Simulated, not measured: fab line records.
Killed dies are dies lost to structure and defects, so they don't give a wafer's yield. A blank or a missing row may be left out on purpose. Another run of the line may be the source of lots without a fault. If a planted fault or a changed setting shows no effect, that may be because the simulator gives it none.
fab line records	flow n5_finfet
record lots=15	wafers=45	last_day=18
route steps=1938 shown BEOL_M7@1325 BEOL_M8@1336
lots that met no fault: from a run of the same line without faults
start_h: hours from the record's first day to the start of the lot's first wafer shown	wait_h: how many hours have passed since the lot's step before this one	" the same as in the row above	L1.1+2: a single row standing in for several wafers	- no value, or no start was given	* or withheld: withheld	< > ~ a bound
route shown NAME@n: a module of which the file shows steps, and the number in the route of the first	usual: the fault-free wafers' mean and standard deviation	same: alike in all rows	chamber/n: place in a boat	sites: each site's reading	_std_site: standard deviation across them	_edge_site: inner sites' mean taken away from outer sites' mean	radius_mm: for every site, how far away it sits from the centre of the wafer	mask NAME#n: copy n	behind: the tool/chamber that last shaped the wafer	hold: what put the lot on hold/how long, in hours/how the hold closed	device: the transistor (n, p or np) that didn't switch	end of line: tests of these same wafers at the route's end	a step with no rows: only its recipe	killed: dies lost to structure and defects at the first sort, not the wafer's yield	map: per-die view of a wafer (x killed, . not killed, _ where there is no die)
set.NAME: the setting as run; set.NAME@STEP: as run at that earlier step	model.NAME: the simulator's own value behind a step, which no gauge read
steps of the route over a sample of lots; a table a step, a row a wafer
services: the hour from which a tool's chamber was out of use, counted from the record's first day as start_h (under 0 if before that day), plus the number of hours and why
## steps
# step N5_BEOL_M7_ANNEAL_51
# recipe temp_c=225	time_s=90	ambient=N2
# usual wafer_temp_C_max=226.0/0.31
lot.wafer	tool	chamber	start_h	wait_h	wafer_temp_C_max
L733.2	rtp_anneal-02	0	228.32	0.5	226.2
L733.3	"	0	"	"	226.1
L733.5	"	0	"	"	226.6
L735.1	rtp_anneal-02	0	230.92	0.3	226.2
L735.3	"	0	"	"	226.5
L735.6	"	0	"	"	226.4
L734.1	rtp_anneal-02	0	231.23	0.1	226.7
L734.3	"	0	"	"	226.3
L734.5	"	0	"	"	226.2
L737.1	rtp_anneal-02	0	239.36	0.3	226.4
L737.3	"	0	"	"	226.2
L737.5	"	0	"	"	226.1
L736.3	rtp_anneal-01	0	239.39	0.5	225.7
L736.4	"	0	"	"	225.6
L736.5	"	0	"	"	226.0
L739.3	rtp_anneal-02	0	250.43	0.3	226.0
L739.5	"	0	"	"	226.1
L739.6	"	0	"	"	225.9
L740.2	rtp_anneal-01	0	256.99	0.2	225.6
L740.4	"	0	"	"	225.9
L740.6	"	0	"	"	226.1
L741.1	rtp_anneal-01	0	261.60	0.3	225.7
L741.4	"	0	"	"	225.6
L741.6	"	0	"	"	225.7
L744.1	rtp_anneal-01	0	290.42	0.4	225.7
L744.2	"	0	"	"	225.3
L744.6	"	0	"	"	225.9
L746.3	rtp_anneal-01	0	305.85	0.3	226.0
L746.4	"	0	"	"	225.8
L746.5	"	0	"	"	225.9
L748.1	rtp_anneal-02	0	311.20	0.1	226.4
L748.2	"	0	"	"	226.6
L748.4	"	0	"	"	226.9
L750.1	rtp_anneal-02	0	316.79	0.2	225.7
L750.3	"	0	"	"	225.6
L750.4	"	0	"	"	226.2
L749.3	rtp_anneal-01	0	322.70	0.1	225.6
L749.5	"	0	"	"	225.6
L749.6	"	0	"	"	225.7
L753.2	rtp_anneal-02	0	331.63	0.2	226.0
L753.3	"	0	"	"	226.6
L753.4	"	0	"	"	226.5
L754.2	rtp_anneal-01	0	349.79	0.1	225.8
L754.4	"	0	"	"	225.9
L754.5	"	0	"	"	225.8
# step N5_BEOL_M8_HM_DEP_02
# recipe material=TiN	target_thk_a=200	temp_c=25	chamber_pressure_pa=0.49996
# usual throttle_valve_pct=30.0/1.2
lot.wafer	tool	chamber	start_h	wait_h	throttle_valve_pct
L733.2	pvd_sputter-01	-	230.92	1.2	29.3
L733.3	"	-	"	"	30.2
L733.5	"	-	"	"	28.9
L735.1	pvd_sputter-02	-	234.02	1.7	28.5
L735.3	"	-	"	"	31.0
L735.6	"	-	"	"	32.6
L734.1	pvd_sputter-02	-	234.30	1.5	28.4
L734.3	"	-	"	"	32.5
L734.5	"	-	"	"	28.2
L736.3	pvd_sputter-03	-	241.97	1.2	31.3
L736.4	"	-	"	"	30.2
L736.5	"	-	"	"	30.1
L737.1	pvd_sputter-03	-	242.07	1.1	29.2
L737.3	"	-	"	"	31.3
L737.5	"	-	"	"	30.2
L739.3	pvd_sputter-01	-	252.40	0.6	30.3
L739.5	"	-	"	"	29.9
L739.6	"	-	"	"	29.5
L740.2	pvd_sputter-03	-	259.01	0.6	30.2
L740.4	"	-	"	"	29.1
L740.6	"	-	"	"	29.2
L741.1	pvd_sputter-02	-	264.31	1.3	28.5
L741.4	"	-	"	"	32.7
L741.6	"	-	"	"	28.0
L744.1	pvd_sputter-01	-	292.66	0.8	29.8
L744.2	"	-	"	"	29.1
L744.6	"	-	"	"	29.9
L746.3	pvd_sputter-01	-	308.59	1.1	29.5
L746.4	"	-	"	"	30.0
L746.5	"	-	"	"	30.2
L748.1	pvd_sputter-02	-	313.15	0.5	30.9
L748.2	"	-	"	"	28.3
L748.4	"	-	"	"	32.7
L750.1	pvd_sputter-02	-	319.59	1.4	32.5
L750.3	"	-	"	"	28.9
L750.4	"	-	"	"	28.1
L749.3	pvd_sputter-02	-	325.63	1.6	28.7
L749.5	"	-	"	"	30.9
L749.6	"	-	"	"	28.2
L753.2	pvd_sputter-03	-	335.40	2.4	30.3
L753.3	"	-	"	"	31.2
L753.4	"	-	"	"	29.2
L754.2	pvd_sputter-01	-	352.36	1.2	28.7
L754.4	"	-	"	"	29.4
L754.5	"	-	"	"	30.0
# step N5_BEOL_M8_DESCUM_16
# recipe chemistry=O2	time_s=7.9	source_power_w=50	bias_power_w=20	pressure_mtorr=20	rf_frequency_hz=2.712e+07	temp_c=40	resist=CAR-ArF	o2_flow_sccm=225
# usual drypump_motor_current_A=5.8/0.51	oes_product_au=0.79/0.071	rf_vpp_V=243.0/1.5	showerhead_plenum_p_Torr=2.09/0.076	throttle_valve_pct=20.41/0.21
lot.wafer	tool	chamber	start_h	wait_h	drypump_motor_current_A	oes_product_au	rf_hours_counter_h	rf_vpp_V	showerhead_plenum_p_Torr	throttle_valve_pct
L733.2	rie_diel-04	0	231.56	0.1	6.7	0.69	245	239.9	1.98	20.41
L733.3	"	2	"	"	5.5	0.71	194	242.8	2.08	20.73
L733.5	"	2	"	"	5.5	0.71	-	243.6	2.08	20.74
L735.1	rie_diel-05	1	234.90	0.3	5.9	0.85	68	242.2	2.04	20.44
L735.3	"	0	"	"	6.0	0.86	38	242.7	2.04	20.49
L735.6	"	3	"	"	6.7	0.73	-	244.6	2.08	20.43
L734.1	rie_diel-06	1	235.10	0.2	6.0	0.70	216	241.5	1.98	20.36
L734.3	"	0	"	"	5.3	0.81	102	245.2	2.20	20.53
L734.5	"	2	"	"	5.8	0.88	-	241.5	2.05	20.24
L736.3	rie_diel-04	2	242.45	0.0	5.5	0.71	197	242.1	2.08	20.74
L736.4	"	1	"	"	5.3	0.80	92	246.3	2.21	20.53
L736.5	"	0	"	"	6.7	0.69	-	241.1	1.98	20.41
L737.1	rie_diel-04	3	243.11	0.5	5.9	0.86	43	243.8	2.13	20.30
L737.3	"	2	"	"	5.5	0.70	197	244.2	2.08	20.73
L737.5	"	1	"	"	5.3	0.80	-	245.9	2.21	20.54
L739.3	rie_diel-04	3	253.45	0.5	5.8	0.85	49	242.8	2.12	20.29
L739.5	"	3	"	"	5.8	0.85	-	243.7	2.12	20.31
L739.6	"	2	"	"	5.5	0.71	-	243.4	2.08	20.75
L740.2	rie_diel-04	2	259.59	0.0	5.5	0.71	206	242.2	2.08	20.76
L740.4	"	2	"	"	5.5	0.70	-	243.0	2.08	20.74
L740.6	"	1	"	"	5.3	0.80	-	246.1	2.20	20.56
L741.1	rie_diel-06	0	264.77	0.0	5.4	0.79	113	243.0	2.20	20.52
L741.4	"	3	"	"	5.4	0.82	72	241.5	2.03	19.94
L741.6	"	0	"	"	5.4	0.80	-	244.7	2.20	20.54
L744.1	rie_diel-04	2	293.12	0.0	5.5	0.69	219	241.9	2.08	20.77
L744.2	"	3	"	"	5.8	0.82	65	244.2	2.12	20.33
L744.6	"	0	"	"	6.6	0.93	-	244.9	2.24	20.07
L746.3	rie_diel-04	0	309.18	0.0	6.7	0.91	15	244.3	2.24	20.08
L746.4	"	1	"	"	5.3	0.77	121	244.4	2.20	20.60
L746.5	"	1	"	"	5.3	0.78	-	244.8	2.19	20.57
L748.1	rie_diel-06	1	313.62	0.0	6.0	0.68	243	240.2	1.97	20.40
L748.2	"	3	"	"	5.4	0.80	89	242.4	2.02	19.97
L748.4	"	0	"	"	5.3	0.79	130	244.1	2.19	20.57
L750.1	rie_diel-04	0	320.73	0.7	6.6	0.91	19	245.6	2.24	20.08
L750.3	"	3	"	"	5.8	0.81	74	244.0	2.12	20.34
L750.4	"	1	"	"	5.3	0.76	125	245.2	2.19	20.59
L749.3	rie_diel-05	3	326.84	0.7	6.7	0.71	201	243.5	2.07	20.47
L749.5	"	1	"	"	5.9	0.81	-	242.7	2.02	20.46
L749.6	"	2	"	"	5.1	0.83	-	241.6	2.04	20.21
L753.2	rie_diel-04	0	336.03	0.1	6.7	0.89	25	245.0	2.24	20.07
L753.3	"	2	"	"	5.5	0.67	237	243.9	2.07	20.81
L753.4	"	3	"	"	5.8	0.81	81	242.1	2.11	20.34
L754.2	rie_diel-05	2	353.14	0.4	5.1	0.82	73	243.2	2.04	20.20
L754.4	"	1	"	"	5.9	0.80	112	241.4	2.02	20.49
L754.5	"	3	"	"	6.7	0.69	-	242.9	2.06	20.50
# step N5_BEOL_M8_ETCH_62
# recipe chemistry=N2/H2	target=SOC	target_depth_a=1100	overetch_a=220	mask_material=SiARC	temp_c=40	time_s=165	ion_energy_ev=200	pressure_mtorr=30	source_w=840	bias_w=150	n2_flow_sccm=200	h2_flow_sccm=200
# usual bias_w=149.9/0.45	chamber_pressure_mTorr=30.001/0.029	drypump_motor_current_A=5.8/0.51	n2_flow_sccm=199.9/0.6	oes_product_au=0.67/0.055	rf_vpp_V=523.7/2.6	showerhead_plenum_p_Torr=2.54/0.088	throttle_valve_pct=17.79/0.2
lot.wafer	tool	chamber	start_h	wait_h	bias_w	chamber_pressure_mTorr	drypump_motor_current_A	n2_flow_sccm	oes_product_au	rf_hours_counter_h	rf_vpp_V	showerhead_plenum_p_Torr	throttle_valve_pct
L733.2	rie_diel-04	0	231.65	0.0	150.3	29.997	6.7	200.1	0.59	245	518.8	2.40	17.90
L733.3	"	2	"	"	149.8	29.968	5.5	200.5	0.60	194	524.0	2.53	18.07
L733.5	"	2	"	"	150.2	30.000	5.5	200.1	0.60	-	523.1	2.53	18.08
L735.1	rie_diel-05	1	235.00	0.0	150.1	29.971	5.9	199.1	0.72	68	521.9	2.48	17.82
L735.3	"	0	"	"	150.3	30.001	6.1	200.0	0.73	39	522.8	2.49	17.77
L735.6	"	3	"	"	150.0	30.012	6.7	199.8	0.63	-	523.7	2.54	17.91
L734.1	rie_diel-06	1	235.19	0.0	149.3	30.002	6.0	199.3	0.61	216	519.4	2.41	17.80
L734.3	"	0	"	"	149.8	29.974	5.4	199.1	0.69	102	528.0	2.66	17.75
L734.5	"	2	"	"	150.7	29.978	5.8	199.9	0.74	-	522.0	2.50	17.67
L736.3	rie_diel-04	2	242.54	0.0	150.5	29.997	5.5	200.5	0.60	197	522.5	2.53	18.11
L736.4	"	1	"	"	149.2	30.065	5.3	199.6	0.68	92	528.6	2.67	17.86
L736.5	"	0	"	"	149.9	29.948	6.7	200.2	0.59	-	520.9	2.40	17.89
L737.1	rie_diel-04	3	243.20	0.0	149.9	30.011	5.8	200.0	0.72	43	524.6	2.58	17.66
L737.3	"	2	"	"	149.5	29.966	5.5	200.1	0.60	197	523.7	2.53	18.08
L737.5	"	1	"	"	150.1	29.976	5.3	199.7	0.68	-	527.3	2.67	17.87
L739.3	rie_diel-04	3	253.54	0.0	150.2	29.975	5.9	199.1	0.72	49	524.8	2.58	17.67
L739.5	"	3	"	"	150.3	29.994	5.8	199.2	0.71	-	524.2	2.58	17.66
L739.6	"	2	"	"	150.1	30.028	5.5	200.1	0.60	-	525.0	2.53	18.09
L740.2	rie_diel-04	2	259.68	0.0	150.0	30.030	5.5	199.9	0.59	206	523.4	2.53	18.11
L740.4	"	2	"	"	149.5	30.012	5.5	199.8	0.60	-	523.5	2.53	18.10
L740.6	"	1	"	"	150.3	30.019	5.3	199.6	0.67	-	527.3	2.66	17.88
L741.1	rie_diel-06	0	264.86	0.0	150.0	29.996	5.4	199.1	0.68	113	526.9	2.66	17.77
L741.4	"	3	"	"	150.2	29.987	5.4	199.3	0.69	72	522.2	2.47	17.32
L741.6	"	0	"	"	149.5	30.032	5.4	199.4	0.68	-	526.3	2.66	17.77
L744.1	rie_diel-04	2	293.21	0.0	150.6	30.003	5.5	199.5	0.59	219	521.7	2.52	18.13
L744.2	"	3	"	"	150.1	29.982	5.9	199.3	0.69	65	524.4	2.57	17.70
L744.6	"	0	"	"	149.4	29.992	6.7	199.6	0.78	-	528.3	2.71	17.49
L746.3	rie_diel-04	0	309.27	0.0	-	-	-	-	-	-	-	-	-
L746.4	"	1	"	"	-	-	-	-	-	-	-	-	-
L746.5	"	1	"	"	-	-	-	-	-	-	-	-	-
L748.1	rie_diel-06	1	313.71	0.0	-	-	-	-	-	-	-	-	-
L748.2	"	3	"	"	-	-	-	-	-	-	-	-	-
L748.4	"	0	"	"	-	-	-	-	-	-	-	-	-
L750.1	rie_diel-04	0	320.82	0.0	-	-	-	-	-	-	-	-	-
L750.3	"	3	"	"	-	-	-	-	-	-	-	-	-
L750.4	"	1	"	"	-	-	-	-	-	-	-	-	-
L749.3	rie_diel-05	3	326.93	0.0	149.0	30.008	6.7	199.7	0.61	201	521.9	2.53	17.97
L749.5	"	1	"	"	150.1	30.058	5.9	199.2	0.69	-	522.1	2.46	17.88
L749.6	"	2	"	"	150.2	29.988	5.1	200.5	0.71	-	522.3	2.47	17.56
L753.2	rie_diel-04	0	336.12	0.0	150.6	30.008	6.7	199.4	0.75	25	527.1	2.71	17.51
L753.3	"	2	"	"	150.0	29.989	5.5	200.8	0.58	237	523.1	2.51	18.17
L753.4	"	3	"	"	150.4	30.038	5.9	200.5	0.69	81	523.5	2.56	17.71
L754.2	rie_diel-05	2	353.23	0.0	149.5	30.034	5.1	199.4	0.70	73	521.6	2.47	17.59
L754.4	"	1	"	"	149.8	30.008	5.9	198.7	0.68	112	520.7	2.46	17.88
L754.5	"	3	"	"	149.6	30.003	6.7	199.9	0.61	-	523.2	2.52	17.99
# step N5_BEOL_M8_HM_OPEN_17
# recipe chemistry=Cl2/BCl3	target_depth_a=200	overetch_a=60	target=TiN	mask_material=SOC	ion_energy_ev=150	pressure_mtorr=10	icp_w=1000	bias_w=126	Cl2_flow_sccm=53.25	bcl3_flow_sccm=21.75	Ar_flow_sccm=25
# usual drypump_motor_current_A=5.6/0.49	oes_product_au=0.68/0.046	throttle_valve_pct=22.13/0.14
lot.wafer	tool	chamber	start_h	wait_h	drypump_motor_current_A	oes_product_au	rf_hours_counter_h	throttle_valve_pct
L733.2	rie_metal-02	0	231.84	0.0	4.8	0.67	40	22.05
L733.3	"	0	"	"	4.8	0.67	-	22.04
L733.5	"	0	"	"	4.8	0.67	-	22.04
L735.1	rie_metal-03	1	235.18	0.0	5.5	0.77	10	22.01
L735.3	"	0	"	"	6.3	0.72	-	21.94
L735.6	"	1	"	"	5.4	0.76	-	22.04
L734.1	rie_metal-03	0	235.37	0.0	6.3	0.70	29	21.96
L734.3	"	1	"	"	5.5	0.75	-	22.04
L734.5	"	0	"	"	6.3	0.70	-	21.95
L736.3	rie_metal-01	1	242.78	0.1	5.6	0.64	-	22.17
L736.4	"	1	"	"	5.6	0.63	-	22.17
L736.5	"	1	"	"	5.6	0.64	-	22.16
L737.1	rie_metal-03	0	243.39	0.0	6.3	0.70	29	21.96
L737.3	"	0	"	"	6.3	0.72	-	21.96
L737.5	"	0	"	"	6.3	0.71	-	21.97
L739.3	rie_metal-01	1	253.76	0.1	5.6	0.63	-	22.15
L739.5	"	1	"	"	5.6	0.63	-	22.17
L739.6	"	0	"	"	6.4	0.72	-	22.23
L740.2	rie_metal-03	0	259.87	0.0	6.3	0.71	30	21.96
L740.4	"	1	"	"	5.5	0.75	-	22.07
L740.6	"	1	"	"	5.5	0.76	-	22.04
L741.1	rie_metal-01	1	265.05	0.0	5.6	0.64	50	22.17
L741.4	"	0	"	"	6.4	0.73	-	22.24
L741.6	"	0	"	"	6.3	0.72	-	22.23
L744.1	rie_metal-03	0	293.40	0.0	6.3	0.69	34	21.97
L744.2	"	1	"	"	5.4	0.74	16	22.07
L744.6	"	0	"	"	6.3	0.69	-	21.99
L746.3	rie_metal-02	0	309.49	0.1	4.8	0.29	-	22.71
L746.4	"	1	"	"	5.3	0.29	-	23.05
L746.5	"	0	"	"	4.8	0.29	-	22.71
L748.1	rie_metal-03	0	313.90	0.0	6.3	0.31	36	22.63
L748.2	"	1	"	"	5.5	0.32	18	22.70
L748.4	"	0	"	"	6.3	0.30	-	22.63
L750.1	rie_metal-01	1	321.01	0.0	5.7	0.27	55	22.86
L750.3	"	1	"	"	5.6	0.27	-	22.82
L750.4	"	1	"	"	5.6	0.27	-	22.85
L749.3	rie_metal-01	1	327.18	0.1	5.7	0.62	-	22.19
L749.5	"	1	"	"	5.7	0.62	-	22.18
L749.6	"	1	"	"	5.6	0.63	-	22.17
L753.2	rie_metal-01	1	336.31	0.0	5.7	0.62	57	22.19
L753.3	"	0	"	"	6.4	0.71	-	22.25
L753.4	"	1	"	"	5.6	0.62	-	22.19
L754.2	rie_metal-01	1	353.42	0.0	5.6	0.61	58	22.19
L754.4	"	0	"	"	6.4	0.71	-	22.23
L754.5	"	0	"	"	6.4	0.71	-	22.26
# step N5_BEOL_M8_CD_MEAS_18
# recipe pitch_nm=80	target_cd_nm=40
# usual cd_nm=40.1/0.44
lot.wafer	tool	chamber	start_h	wait_h	cd_nm
L733.2	cd_sem-02	-	232.02	0.1	40.2
L733.3	"	-	"	"	39.4
L733.5	"	-	"	"	39.6
L735.1	cd_sem-03	-	235.36	0.0	40.4
L735.3	"	-	"	"	40.1
L735.6	"	-	"	"	39.7
L734.1	cd_sem-03	-	235.55	0.0	40.1
L734.3	"	-	"	"	40.3
L734.5	"	-	"	"	40.4
L736.3	cd_sem-03	-	243.11	0.1	40.7
L736.4	"	-	"	"	41.0
L736.5	"	-	"	"	40.7
L737.1	cd_sem-02	-	243.60	0.0	39.9
L737.3	"	-	"	"	39.4
L737.5	"	-	"	"	39.9
L739.3	cd_sem-01	-	253.91	0.1	40.5
L739.5	"	-	"	"	40.3
L739.6	"	-	"	"	40.4
L740.2	cd_sem-03	-	260.12	0.1	39.9
L740.4	"	-	"	"	40.2
L740.6	"	-	"	"	40.3
L741.1	cd_sem-02	-	265.34	0.0	39.7
L741.4	"	-	"	"	39.7
L741.6	"	-	"	"	39.6
L744.1	cd_sem-01	-	293.67	0.0	39.7
L744.2	"	-	"	"	40.3
L744.6	"	-	"	"	40.2
L746.3	cd_sem-01	-	309.83	0.1	-
L746.4	"	-	"	"	-
L746.5	"	-	"	"	-
L748.1	cd_sem-02	-	314.08	0.0	-
L748.2	"	-	"	"	-
L748.4	"	-	"	"	-
L750.1	cd_sem-01	-	321.34	0.0	-
L750.3	"	-	"	"	-
L750.4	"	-	"	"	-
L749.3	cd_sem-02	-	327.43	0.1	39.7
L749.5	"	-	"	"	40.2
L749.6	"	-	"	"	40.2
L753.2	cd_sem-02	-	336.49	0.1	40.8
L753.3	"	-	"	"	40.1
L753.4	"	-	"	"	39.8
L754.2	cd_sem-03	-	353.60	0.1	39.8
L754.4	"	-	"	"	40.9
L754.5	"	-	"	"	39.8
## services
tool	chamber	start_h	hours	kind
rie_diel-04	3	224.03	4.5	repair
rie_diel-06	-	225.76	0.7	repair
rie_diel-04	3	235.85	2.8	repair
rie_diel-04	0	247.04	-	clean
rie_diel-04	0	247.04	-	consumable_replace:focus_ring
rie_diel-04	0	247.04	-	consumable_replace:showerhead
rie_diel-04	0	247.04	19.1	scheduled_down
rie_diel-04	0	247.04	19.1	vent_cycle
rie_diel-05	-	270.27	0.2	repair
pvd_sputter-02	-	281.56	1.6	repair
rie_diel-04	3	294.87	1.6	repair
rie_metal-01	-	296.34	2.8	pm
rie_diel-04	0	297.11	5.5	repair
rie_metal-01	0	317.84	18.3	repair
rie_metal-01	-	319.84	1.1	repair
rie_diel-06	1	343.84	-	clean
rie_diel-06	1	343.84	-	consumable_replace:focus_ring
rie_diel-06	1	343.84	-	consumable_replace:showerhead
rie_diel-06	1	343.84	30.5	scheduled_down
rie_diel-06	1	343.84	30.5	vent_cycle
## key
first_sign step=N5_BEOL_M8_ETCH_62	reading=tool_record	direction=missing
effect step=N5_BEOL_M8_HM_OPEN_17	reading=oes_product_au	direction=down	sigmas=8.6	usual=0.68	struck=0.29
effect step=N5_BEOL_M8_CD_MEAS_18	reading=cd_nm	direction=missing
met_at N5_BEOL_M8_ETCH_62
struck_lots L746,L748,L750
later_rows_left_out L746.3,L746.4,L746.5,L748.1,L748.2,L748.4,L750.1,L750.3,L750.4
sort_left_out L746.3,L746.4,L746.5,L748.1,L748.2,L748.4,L750.1,L750.3,L750.4
not_acting_at N5_BEOL_M7_ANNEAL_51,N5_BEOL_M8_HM_DEP_02,N5_BEOL_M8_DESCUM_16
onset_between 293.21 309.27
fault kind=skipped_step_whole	tool=rie_diel-04,rie_diel-06	chamber=-	onset_h=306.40	steps=N5_BEOL_M8_ETCH_62	scope=struck_lots_only
# sort_left_out: the simulated sort isn't trusted on such a fault, so these wafers' sort isn't shown, and their yield isn't known
# later_rows_left_out: the simulator's readings of these wafers behind a module that went badly wrong aren't trusted and aren't shown, but for the sort
